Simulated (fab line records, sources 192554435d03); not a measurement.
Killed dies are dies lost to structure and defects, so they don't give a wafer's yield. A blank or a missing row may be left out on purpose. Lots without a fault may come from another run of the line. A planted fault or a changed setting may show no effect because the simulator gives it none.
fab line records | flow n5_finfet
record lots=6 wafers=18 last_day=17
route steps=1938 shown BEOL_M2@909 BEOL_M4@1111 PASSIVATION@1936
lots that met no fault: from a run of the same line without faults
start_h: hours from the record's first day to the start of the lot's first wafer shown | wait_h: hours since the lot's step before | " the same as in the row above | L1.1+2: a row that stands for several wafers | - no value, or no start given | * or withheld: withheld | < > ~ a bound
route shown NAME@n: a module of which the file shows steps, and the number in the route of the first | usual: mean/standard deviation of fault-free wafers | same: alike in all rows | chamber/n: place in a boat | sites: the reading at each site | _std_site: their standard deviation | _edge_site: outer sites' mean less inner sites' | radius_mm: how far each site lies from the wafer's centre | mask NAME#n: copy n | behind: the tool/chamber that last shaped the wafer | hold: why the lot was held/for how many hours/how that ended | device: the transistor (n, p or np) that didn't switch | end of line: the same wafers' tests at the end of the route | a step without rows: its recipe alone | killed: dies lost to structure and defects at the first sort, not the wafer's yield | map: a wafer's dies, x killed, . not, _ none there
set.NAME: the setting as run; set.NAME@STEP: as run at that earlier step | model.NAME: the simulator's own value behind a step, which no gauge read
lots at some steps of the route; a table a step, a row a wafer
services: from which hour (start_h, from the record's first day; less than 0 if before it) a tool's chamber was out of use, for how many hours, and why
## steps
# step N5_BEOL_M2_ANNEAL_82
# recipe temp_c=400 time_s=240 ambient=vacuum
# step N5_BEOL_M2_SPUTTER_86
# recipe material=Cu target_thk_a=45 temp_c=-20 chamber_pressure_pa=0.07 power_w=withheld time_s=8.29
# step N5_BEOL_M2_ANNEAL_87
# recipe temp_c=400 time_s=240 ambient=vacuum
# usual heater_power_w=834/99
# same time_s=240
# columns lot.wafer tool chamber start_h wait_h heater_power_w
L214.1 pvd_sputter-03 - 150.28 0.0 852
L214.2 " - " " 686
L214.5 " - " " 721
L215.2 pvd_sputter-02 - 164.53 0.0 780
L215.3 " - " " 745
L215.6 " - " " 774
L224.2 pvd_sputter-02 - 238.58 0.0 758
L224.3 " - " " 880
L224.6 " - " " 745
L227.2 pvd_sputter-03 - 239.32 0.0 827
L227.3 " - " " 868
L227.6 " - " " 876
L231.2 pvd_sputter-02 - 248.81 0.0 731
L231.3 " - " " 894
L231.5 " - " " 889
L230.2 pvd_sputter-01 - 255.27 0.0 1013
L230.3 " - " " 780
L230.6 " - " " 935
# step N5_BEOL_M2_SPUTTER_88
# recipe material=Cu target_thk_a=45 temp_c=-20 chamber_pressure_pa=0.07 power_w=withheld time_s=8.29
# step N5_BEOL_M2_ANNEAL_89
# recipe temp_c=400 time_s=240 ambient=vacuum
# step N5_BEOL_M2_SPUTTER_90
# recipe material=Cu target_thk_a=45 temp_c=-20 chamber_pressure_pa=0.07 power_w=withheld time_s=8.29
# step N5_BEOL_M2_ANNEAL_91
# recipe temp_c=400 time_s=240 ambient=vacuum
# step N5_BEOL_M2_SPUTTER_92
# recipe material=Cu target_thk_a=45 temp_c=-20 chamber_pressure_pa=0.07 power_w=withheld time_s=8.29
# usual throttle_valve_pct=30.0/0.92
# same time_s=8.29
# columns lot.wafer tool chamber start_h wait_h throttle_valve_pct
L214.1 pvd_sputter-03 - 150.86 0.1 30.3
L214.2 " - " " 29.8
L214.5 " - " " 29.9
L215.2 pvd_sputter-02 - 165.11 0.1 30.6
L215.3 " - " " 30.0
L215.6 " - " " 29.9
L224.2 pvd_sputter-02 - 239.16 0.1 30.2
L224.3 " - " " 28.5
L224.6 " - " " 30.2
L227.2 pvd_sputter-03 - 239.90 0.1 30.1
L227.3 " - " " 31.3
L227.6 " - " " 31.5
L231.2 pvd_sputter-02 - 253.16 0.1 30.1
L231.3 " - " " 29.4
L231.5 " - " " 29.5
L230.2 pvd_sputter-01 - 255.85 0.1 28.8
L230.3 " - " " 31.7
L230.6 " - " " 30.2
# step N5_BEOL_M2_ANNEAL_93
# recipe temp_c=400 time_s=240 ambient=vacuum
# usual heater_power_w=835/98
# same time_s=240
# columns lot.wafer tool chamber start_h wait_h heater_power_w
L214.1 pvd_sputter-03 - 150.94 0.0 854
L214.2 " - " " 705
L214.5 " - " " 715
L215.2 pvd_sputter-02 - 165.19 0.0 793
L215.3 " - " " 773
L215.6 " - " " 770
L224.2 pvd_sputter-02 - 239.24 0.0 759
L224.3 " - " " 934
L224.6 " - " " 738
L227.2 pvd_sputter-03 - 239.98 0.0 835
L227.3 " - " " 854
L227.6 " - " " 888
L231.2 pvd_sputter-02 - 253.24 0.0 737
L231.3 " - " " 877
L231.5 " - " " 874
L230.2 pvd_sputter-01 - 255.93 0.0 1074
L230.3 " - " " 780
L230.6 " - " " 955
# step N5_BEOL_M2_SPUTTER_94
# recipe material=Cu target_thk_a=45 temp_c=-20 chamber_pressure_pa=0.07 power_w=withheld time_s=8.29
# usual throttle_valve_pct=30.0/0.95
# same time_s=8.29
# columns lot.wafer tool chamber start_h wait_h throttle_valve_pct
L214.1 pvd_sputter-03 - 151.08 0.1 30.1
L214.2 " - " " 29.6
L214.5 " - " " 30.2
L215.2 pvd_sputter-02 - 165.33 0.1 30.6
L215.3 " - " " 30.0
L215.6 " - " " 30.4
L224.2 pvd_sputter-02 - 239.38 0.1 30.1
L224.3 " - " " 28.5
L224.6 " - " " 30.2
L227.2 pvd_sputter-03 - 240.12 0.1 30.1
L227.3 " - " " 31.3
L227.6 " - " " 31.3
L231.2 pvd_sputter-02 - 253.38 0.1 30.3
L231.3 " - " " 29.6
L231.5 " - " " 29.2
L230.2 pvd_sputter-01 - 256.07 0.1 29.0
L230.3 " - " " 31.6
L230.6 " - " " 30.2
# step N5_BEOL_M2_ANNEAL_95
# recipe temp_c=400 time_s=240 ambient=vacuum
# step N5_BEOL_M2_SPUTTER_96
# recipe material=Cu target_thk_a=45 temp_c=-20 chamber_pressure_pa=0.07 power_w=withheld time_s=8.29
# usual throttle_valve_pct=29.9/0.94
# same time_s=8.29
# columns lot.wafer tool chamber start_h wait_h throttle_valve_pct
L214.1 pvd_sputter-03 - 151.30 0.1 30.2
L214.2 " - " " 29.5
L214.5 " - " " 29.6
L215.2 pvd_sputter-02 - 165.55 0.1 30.5
L215.3 " - " " 30.1
L215.6 " - " " 30.2
L224.2 pvd_sputter-02 - 239.60 0.1 30.0
L224.3 " - " " 28.5
L224.6 " - " " 30.0
L227.2 pvd_sputter-03 - 240.34 0.1 30.0
L227.3 " - " " 31.4
L227.6 " - " " 31.3
L231.2 pvd_sputter-02 - 253.60 0.1 30.1
L231.3 " - " " 29.6
L231.5 " - " " 29.8
L230.2 pvd_sputter-01 - 256.29 0.1 29.0
L230.3 " - " " 31.7
L230.6 " - " " 30.2
# step N5_BEOL_M2_ECD_50
# recipe material=Cu target_thk_a=3000
# columns lot.wafer tool chamber start_h wait_h model.Cu_of_BEOL_M2_ECD_50.thk_nm
L214.1 ecd_cu-01 0 151.42 0.1 301.4
L214.2 " 1 " " 298.8
L214.5 " 0 " " 303
L215.2 ecd_cu-02 0 165.67 0.1 303.6
L215.3 " 1 " " 302.4
L215.6 " 0 " " 299.8
L224.2 ecd_cu-01 1 239.71 0.1 153.6
L224.3 " 1 " " 153
L224.6 " 1 " " 151.2
L227.2 ecd_cu-01 1 240.46 0.1 155.2
L227.3 " 0 " " 301
L227.6 " 0 " " 298.2
L231.2 ecd_cu-02 1 253.82 0.2 302.4
L231.3 " 0 " " 299.2
L231.5 " 0 " " 298
L230.2 ecd_cu-02 0 256.40 0.1 297.6
L230.3 " 0 " " 300
L230.6 " 0 " " 294.6
# step N5_BEOL_M2_ANNEAL_51
# recipe temp_c=225 time_s=90 ambient=N2
# step N5_BEOL_M2_CMP_52
# recipe stop_on=SiOC t_overpolish_s=6.8 down_force_psi=1 platen_rpm=50 clearing_platen_down_force_psi=1.5 clearing_platen_rpm=50 post_cmp_clean=cu_alkaline target_thk_nm=40 clearing_platen_pad_velocity_m_s=0.99484 pad_velocity_m_s=0.99484
# usual motor_current_A=6.0/0.49 time_to_endpoint_s=60/3.3
# columns lot.wafer tool chamber start_h wait_h motor_current_A time_to_endpoint_s
L214.2 cmp-02 2 151.79 0.2 6.1 57
L214.1 " 1 " " 5.3 56
L214.5 " 3 " " 5.3 57
L215.2 cmp-04 1 166.12 0.3 6.7 64
L215.3 " 2 " " 6.2 64
L215.6 " 3 " " 6.2 65
L224.3 cmp-04 1 240.12 0.2 7.0 31
L224.2 " 0 " " 5.7 35
L224.6 " 2 " " 5.9 29
L227.2 cmp-01 1 240.93 0.3 5.0 30
L227.3 " 2 " " 5.2 62
L227.6 " 1 " " 4.7 59
L231.2 cmp-04 2 254.34 0.2 6.2 64
L231.3 " 3 " " 6.4 63
L231.5 " 3 " " 6.3 62
L230.2 cmp-01 3 256.82 0.2 6.3 59
L230.3 " 0 " " 6.4 62
L230.6 " 2 " " 5.4 60
# step N5_BEOL_M2_THK_MEAS_53
# recipe thk_meas_gauge=xrf reads=Cu_of_BEOL_M2_ECD_50
# usual M2_THK=39.8/1.6
# columns lot.wafer tool chamber start_h wait_h M2_THK[nm]
L214.1 film_metro-02 - 152.09 - 37.7
L214.2 " - " " 40.0
L214.5 " - " " 39.4
L215.2 film_metro-01 - 166.34 - 38.8
L215.3 " - " " 39.1
L215.6 " - " " 38.9
L224.2 film_metro-02 - 240.41 - 39.5
L224.3 " - " " 38.0
L224.6 " - " " 38.0
L227.2 film_metro-01 - 241.19 - 39.5
L227.3 " - " " 39.2
L227.6 " - " " 40.3
L231.2 film_metro-01 - 254.64 - 39.4
L231.3 " - " " 38.7
L231.5 " - " " 43.1
L230.2 film_metro-01 - 257.08 - 38.5
L230.3 " - " " 41.5
L230.6 " - " " 39.4
# step N5_BEOL_M4_RC_MEAS_101
# usual DIBL_N=35.1/1.5 DIBL_P=35.2/2 IOFF_N=0.146/0.028 IOFF_P=0.20/0.036 ION_N=670/12 ION_P=462/8.2 SS_N=71.2/0.63 SS_P=73.1/0.7 VT_N=250/3.6 VT_P=-251/3.3
# columns lot.wafer tool chamber start_h wait_h DIBL_N[mV/V] DIBL_P[mV/V] IOFF_N[nA/um] IOFF_P[nA/um] ION_N[uA/um] ION_P[uA/um] SS_N[mV/dec] SS_P[mV/dec] VT_N[mV] VT_P[mV]
L214.1 prober-01 0 170.74 0.0 35.1 35.2 0.126 0.18 656 450 70.6 72.2 255 -254
L214.2 " 0 " " 35.8 36.2 0.139 0.20 669 463 71.0 72.8 253 -253
L214.5 " 0 " " 35.9 36.1 0.139 0.19 650 440 71.8 72.9 256 -254
L215.2 prober-02 0 191.66 0.2 35.9 36.2 0.170 0.26 676 464 71.6 73.9 246 -245
L215.3 " 0 " " 37.4 38.3 0.209 0.31 691 476 72.0 74.0 245 -246
L215.6 " 0 " " 35.4 35.0 0.161 0.24 677 471 71.7 73.4 246 -246
L224.2 prober-01 0 263.37 0.7 35.2 34.2 0.137 0.17 675 456 70.5 73.2 250 -252
L224.3 " 0 " " 34.6 33.7 0.135 0.17 669 455 70.3 72.8 252 -253
L224.6 " 0 " " 35.7 35.0 0.144 0.18 669 456 71.5 73.1 252 -253
L227.2 prober-02 0 263.80 0.8 34.0 35.1 0.135 0.22 669 473 70.8 73.5 251 -247
L227.3 " 0 " " 33.2 33.6 0.129 0.19 671 463 70.3 72.6 251 -250
L227.6 " 0 " " 33.9 35.1 0.145 0.21 673 469 71.0 73.5 249 -247
L231.2 prober-01 0 288.80 0.2 35.6 35.7 0.143 0.20 680 467 70.7 72.7 251 -251
L231.3 " 0 " " 35.1 34.5 0.118 0.18 661 458 71.1 72.5 254 -251
L231.5 " 0 " " 33.7 33.0 0.101 0.15 654 449 70.5 71.8 256 -253
L230.2 prober-02 0 291.62 0.2 34.7 34.6 0.154 0.25 664 469 71.1 73.0 247 -246
L230.3 " 0 " " 36.2 35.7 0.184 0.26 687 474 71.8 73.4 243 -245
L230.6 " 0 " " 33.8 33.2 0.136 0.20 674 471 70.7 73.0 248 -248
# step N5_PASSIVATION_PROBE_49
# usual defect_limited_yield=91.4/1.4 killed_at_M0_to_M3=32/10 killed_at_M4_up=13/5.6 killed_at_contacts=13/6.6 killed_at_front_end=39/13 killed_at_other=3.4/2.8 killed_dies=101/17 killed_open=66/13 killed_short=33/7 sort_bin_5_function=5.0/0.93 sort_bin_6_memory=3.2/0.65 sort_bin_8_speed=0.01/0.16 sort_n_pass=1078/17 sort_yield_pct=91.4/1.4
# same gross_dies=1180 killed_at_back_side=0 sort_bin_4_leakage[%]=0
# columns lot.wafer tool chamber start_h wait_h defect_limited_yield[%] killed_at_M0_to_M3 killed_at_M4_up killed_at_contacts killed_at_front_end killed_at_other killed_dies killed_open killed_short sort_bin_5_function[%] sort_bin_6_memory[%] sort_bin_8_speed[%] sort_n_pass sort_yield_pct[%]
L214.1 prober-01 - 276.73 0.0 91.6 43 3 18 33 2 99 62 36 5.4 2.5 0 1081 91.6
L214.2 prober-01 - 276.78 0.1 91.0 28 14 29 32 3 106 72 34 5.4 3.2 0 1074 91.0
L214.5 prober-01 - 276.93 0.2 92.3 27 14 18 31 1 91 64 27 3.7 3.8 0.08 1088 92.2
L215.2 prober-02 - 292.79 0.1 93.7 25 12 10 19 8 74 50 24 3.9 2.2 0 1106 93.7
L215.3 prober-02 - 292.84 0.1 90.8 34 14 22 28 11 109 61 48 4.4 4.2 0 1071 90.8
L215.6 prober-02 - 292.99 0.3 91.7 47 13 5 30 3 98 63 34 5.0 2.9 0 1082 91.7
L224.2 prober-02 - 374.16 0.1 90.2 50 17 4 42 3 116 74 42 4.8 4.7 0 1064 90.2
L224.3 prober-02 - 374.21 0.1 88.7 56 13 9 52 3 133 89 41 6.3 4.2 0 1047 88.7
L224.6 prober-02 - 374.36 0.3 90.3 44 17 9 44 1 115 80 35 5.6 4.0 0 1065 90.3
L227.2 prober-01 - 374.58 0.1 92.4 30 15 20 23 2 90 60 25 5.0 2.4 0 1090 92.4
L227.3 prober-01 - 374.63 0.1 91.9 20 17 17 30 11 95 56 37 4.0 3.6 0 1085 91.9
L227.6 prober-01 - 374.78 0.3 92.5 28 16 11 30 4 89 60 29 4.8 2.5 0 1091 92.5
L230.2 prober-01 - 395.78 0.1 91.3 47 7 18 28 3 103 72 31 5.5 2.9 0 1077 91.3
L230.3 prober-01 - 395.83 0.1 91.4 28 9 13 47 4 101 62 39 5.8 2.5 0 1079 91.4
L230.6 prober-01 - 395.98 0.3 92.5 29 10 11 36 3 89 64 23 4.2 3.1 0 1091 92.5
L231.2 prober-01 - 399.12 0.1 93.0 40 4 11 27 1 83 47 30 4.1 2.2 0 1097 93.0
L231.3 prober-01 - 399.17 0.1 92.2 31 20 7 31 3 92 63 28 5.2 2.4 0 1088 92.2
L231.5 prober-01 - 399.27 0.2 93.1 42 7 4 26 2 81 48 33 3.6 3.1 0 1099 93.1
# killed by level:class
L214.1 BEOL_M0_SAQP:geometric_particle:short=19 MOL_CONTACT_COAG:geometric_particle:open=15 BEOL_M0_SAQP:geometric_particle:open=11 STI_FIN_REVEAL:geometric_particle:open=9 FIN_SAQP:geometric_particle:short=6 FIN_SAQP:geometric_particle:open=6 DUMMY_GATE:geometric_particle:open=4 BEOL_M3:geometric_particle:open=4
L214.2 MOL_CONTACT_COAG:geometric_particle:open=20 BEOL_M4:geometric_particle:open=9 MOL_CONTACT_COAG:geometric_particle:short=9 STI_FIN_REVEAL:geometric_particle:open=8 BEOL_M1:geometric_particle:open=8 FIN_SAQP:geometric_particle:short=7 BEOL_M0_SAQP:geometric_particle:short=6 DUMMY_GATE:geometric_particle:open=5
L214.5 MOL_CONTACT_COAG:geometric_particle:open=13 FIN_SAQP:geometric_particle:open=9 BEOL_M0_SAQP:geometric_particle:open=9 BEOL_M0_SAQP:geometric_particle:short=7 BEOL_M4:geometric_particle:open=6 BEOL_M2:geometric_particle:open=5 MOL_CONTACT_COAG:geometric_particle:short=5 DUMMY_GATE:geometric_particle:open=4
L215.2 MOL_CONTACT_COAG:geometric_particle:open=9 BEOL_M0_SAQP:geometric_particle:short=9 FIN_SAQP:geometric_particle:short=6 BEOL_M3:geometric_particle:open=6 BEOL_M0_SAQP:geometric_particle:open=5 MIM_TOP_ETCH:geometric_particle:open=5 BEOL_M4:geometric_particle:open=4 FIN_SAQP:geometric_particle:open=3
L215.3 MOL_CONTACT_COAG:geometric_particle:open=18 BEOL_M0_SAQP:geometric_particle:short=11 FIN_SAQP:geometric_particle:short=7 BEOL_M0_SAQP:geometric_particle:open=7 BEOL_M2:geometric_particle:open=5 BEOL_M3:geometric_particle:open=5 PASS1_DEP:geometric_particle:short=5 STARTING-WAFER:geometric_particle:short=5
L215.6 BEOL_M2:geometric_particle:open=15 BEOL_M0_SAQP:geometric_particle:short=11 FIN_SAQP:geometric_particle:open=7 BEOL_M0_SAQP:geometric_particle:open=6 BEOL_M3:geometric_particle:open=6 FIN_SAQP:geometric_particle:short=5 STI_FIN_REVEAL:geometric_particle:open=5 BEOL_M4:geometric_particle:open=5
L224.2 BEOL_M2:geometric_particle:open=13 FIN_SAQP:geometric_particle:open=12 BEOL_M0_SAQP:geometric_particle:short=12 BEOL_M4:geometric_particle:open=12 BEOL_M0_SAQP:geometric_particle:open=11 BEOL_M1:geometric_particle:open=9 FIN_SAQP:geometric_particle:short=7 STI_FIN_REVEAL:geometric_particle:open=4
L224.3 BEOL_M0_SAQP:geometric_particle:open=27 FIN_SAQP:geometric_particle:short=12 BEOL_M0_SAQP:geometric_particle:short=11 STI_FIN_REVEAL:geometric_particle:open=11 FIN_SAQP:geometric_particle:open=10 MOL_CONTACT_COAG:geometric_particle:open=8 BEOL_M1:geometric_particle:open=7 BEOL_M1:geometric_particle:short=5
L224.6 BEOL_M0_SAQP:geometric_particle:open=17 FIN_SAQP:geometric_particle:short=13 BEOL_M0_SAQP:geometric_particle:short=12 MOL_CONTACT_COAG:geometric_particle:open=9 BEOL_M2:geometric_particle:open=9 BEOL_M4:geometric_particle:open=8 STI_FIN_REVEAL:geometric_particle:open=7 FIN_SAQP:geometric_particle:open=6
L227.2 MOL_CONTACT_COAG:geometric_particle:open=17 STI_FIN_REVEAL:geometric_particle:open=10 BEOL_M3:geometric_particle:open=6 BEOL_M4:geometric_particle:open=6 BEOL_M0_SAQP:geometric_particle:short=5 BEOL_M2:geometric_particle:open=5 DUMMY_GATE:geometric_particle:open=4 BEOL_M0_SAQP:geometric_particle:open=4
L227.3 MOL_CONTACT_COAG:geometric_particle:open=12 GATE_CUT:geometric_particle:short=6 BEOL_M4:geometric_particle:open=6 MOL_CONTACT_COAG:geometric_particle:short=5 BEOL_M0_SAQP:geometric_particle:short=5 BEOL_M3:geometric_particle:open=5 GATE_CUT:geometric_particle:open=4 FIN_SAQP:geometric_particle:short=3
L227.6 MOL_CONTACT_COAG:geometric_particle:open=9 STI_FIN_REVEAL:geometric_particle:open=8 BEOL_M2:geometric_particle:open=8 BEOL_M0_SAQP:geometric_particle:short=7 FIN_SAQP:geometric_particle:open=5 BEOL_M0_SAQP:geometric_particle:open=5 BEOL_M6:geometric_particle:open=4 FIN_SAQP:geometric_particle:short=3
L230.2 BEOL_M0_SAQP:geometric_particle:open=16 BEOL_M0_SAQP:geometric_particle:short=15 MOL_CONTACT_COAG:geometric_particle:open=13 STI_FIN_REVEAL:geometric_particle:open=9 STARTING-WAFER:geometric_particle:open=7 MOL_CONTACT_COAG:geometric_particle:short=5 BEOL_M2:geometric_particle:open=5 BEOL_M3:geometric_particle:open=5
L230.3 DUMMY_GATE:geometric_particle:open=17 MOL_CONTACT_COAG:geometric_particle:open=8 BEOL_M0_SAQP:geometric_particle:short=8 BEOL_M0_SAQP:geometric_particle:open=6 MOL_CONTACT_COAG:geometric_particle:short=5 BEOL_M2:geometric_particle:open=5 STARTING-WAFER:geometric_particle:open=5 FIN_SAQP:geometric_particle:open=4
L230.6 STI_FIN_REVEAL:geometric_particle:open=9 FIN_SAQP:geometric_particle:open=8 MOL_CONTACT_COAG:geometric_particle:open=8 DUMMY_GATE:geometric_particle:open=5 BEOL_M0_SAQP:geometric_particle:short=5 BEOL_M0:geometric_particle:open=5 FIN_SAQP:geometric_particle:short=4 BEOL_M0_SAQP:geometric_particle:open=4
L231.2 BEOL_M2:geometric_particle:open=10 BEOL_M3:geometric_particle:open=9 MOL_CONTACT_COAG:geometric_particle:open=7 BEOL_M0_SAQP:geometric_particle:open=7 BEOL_M0_SAQP:geometric_particle:short=6 HKMG_FIN:area_etch=6 MOL_CONTACT_COAG:geometric_particle:short=4 FIN_SAQP:geometric_particle:open=3
L231.3 BEOL_M4:geometric_particle:open=9 BEOL_M2:geometric_particle:open=9 FIN_SAQP:geometric_particle:open=8 BEOL_M0_SAQP:geometric_particle:open=8 MOL_CONTACT_COAG:geometric_particle:open=7 BEOL_M0_SAQP:geometric_particle:short=6 FIN_SAQP:geometric_particle:short=5 STARTING-WAFER:geometric_particle:short=5
L231.5 BEOL_M2:geometric_particle:open=13 BEOL_M0_SAQP:geometric_particle:short=7 FIN_SAQP:geometric_particle:open=6 BEOL_M1:geometric_particle:short=5 BEOL_M0_SAQP:geometric_particle:open=5 BEOL_M3:geometric_particle:open=5 FIN_SAQP:geometric_particle:short=4 STARTING-WAFER:geometric_particle:short=4
## services
# columns tool chamber start_h hours kind
cmp-02 - 129.56 1.4 repair
cmp-02 - 138.64 11.5 pm
pvd_sputter-02 - 150.44 9.3 repair
cmp-04 - 155.42 1.0 repair
ecd_cu-01 - 161.23 0.9 repair
cmp-01 - 163.34 2.0 repair
cmp-01 - 165.87 0.6 repair
cmp-04 - 168.17 2.5 repair
cmp-04 - 192.83 4.0 pm
cmp-04 - 196.83 - consumable_replace:conditioner
cmp-04 - 196.83 - consumable_replace:pad
cmp-01 - 199.36 3.5 repair
cmp-02 - 202.87 2.0 repair
cmp-02 - 206.73 0.7 repair
cmp-04 - 217.89 0.3 repair
ecd_cu-01 - 228.76 5.6 repair
ecd_cu-02 - 246.48 6.6 repair
ecd_cu-01 - 253.20 3.5 pm
## key
first_sign step=N5_BEOL_M2_CMP_52 reading=time_to_endpoint_s direction=down sigmas=8.7 usual=* struck=*
effect none on later readings
model_effect step=N5_BEOL_M2_ECD_50 value=Cu_of_BEOL_M2_ECD_50.thk_nm without=295.9 struck=153.2
met_at N5_BEOL_M2_ECD_50
struck_wafers L224.2,L224.3,L224.6,L227.2
onset_between 151.42 239.71
fault kind=process_parameter_drift tool=ecd_cu-01 chamber=1 onset_h=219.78 steps=N5_BEOL_M2_ECD_50 channel=target_thk_a offset=* shape=step end_h=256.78 acts_in=* stated=*
